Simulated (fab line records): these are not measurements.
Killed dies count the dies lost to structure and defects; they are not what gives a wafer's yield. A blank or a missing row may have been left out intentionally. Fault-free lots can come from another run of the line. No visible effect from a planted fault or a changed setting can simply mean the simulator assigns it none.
3 desks looking at one fault	flow n5_finfet	only its own numbers are on each desk; what lay behind them is given at the end

== THE DEFECT DESK ==
Per lot, the means of the sampled wafers with a number show what the inspections along the route counted. Any lot whose mean is over 4 standard deviations away from the usual mean is out of limits and marked OUT; that distance is given in the brackets.
Columns: A = raw_defect_count at N5_BEOL_M8_INSPECT_30, usual 403
lot	first seen here	A
L831	day 11 03:01	471
L842	day 13 03:41	424
L844	day 13 03:52	357
L841	day 13 14:31	445
L848	day 15 09:05	381
This desk found nothing out of limits on any of the 5 lots.

== AT THE METROLOGY DESK ==
What the gauges read, lot by lot, whatever tool the lot ran on: means of the sampled wafers that have a number. Any lot whose mean is over 4 standard deviations away from the usual mean is out of limits and marked OUT; that distance is given in the brackets.
Columns: A = V7_OVL at N5_BEOL_M8_OVL_MEAS_29, usual 0.2 nm
lot	first seen here	A
L831	day 11 02:58	-0.6
L842	day 13 03:38	0.3
L844	day 13 03:48	1.2
L841	day 13 14:27	0.7
L848	day 15 09:01	0.2
This desk found nothing out of limits on any of the 5 lots.

== TOOL OWNER'S DESK, rie_diel-06 ==
The tool's own readings at N5_BEOL_M8_ETCH_41 (etches SiCN in CH3F/O2, target depth 31.9 nm, time 57.8 s): means of the sampled wafers that have a number, for each lot that ran on this tool. Any lot whose mean is over 4 standard deviations away from the usual mean is out of limits and marked OUT; that distance is given in the brackets.
Columns: A = drypump_motor_current_A at N5_BEOL_M8_ETCH_41, usual 5.7 A; B = oes_product_au at N5_BEOL_M8_ETCH_41, usual 0.77 a.u.; C = rf_vpp_V at N5_BEOL_M8_ETCH_41, usual 297.0 V; D = showerhead_plenum_p_Torr at N5_BEOL_M8_ETCH_41, usual 1.98 Torr; E = throttle_valve_pct at N5_BEOL_M8_ETCH_41, usual 16.45 %
lot	first seen here	A	B	C	D	E
L831	day 11 03:21	5.9	1.04	295.7	1.94	16.23
This desk's finding: nothing out of limits on the one lot.

== ALL TOGETHER ==
No out-of-limits result turned up at the defect desk.
Metrology desk: nothing out of limits seen.
The tool owner's desk saw nothing out of limits.

== WHAT THE SIMULATOR HAD PUT IN ==
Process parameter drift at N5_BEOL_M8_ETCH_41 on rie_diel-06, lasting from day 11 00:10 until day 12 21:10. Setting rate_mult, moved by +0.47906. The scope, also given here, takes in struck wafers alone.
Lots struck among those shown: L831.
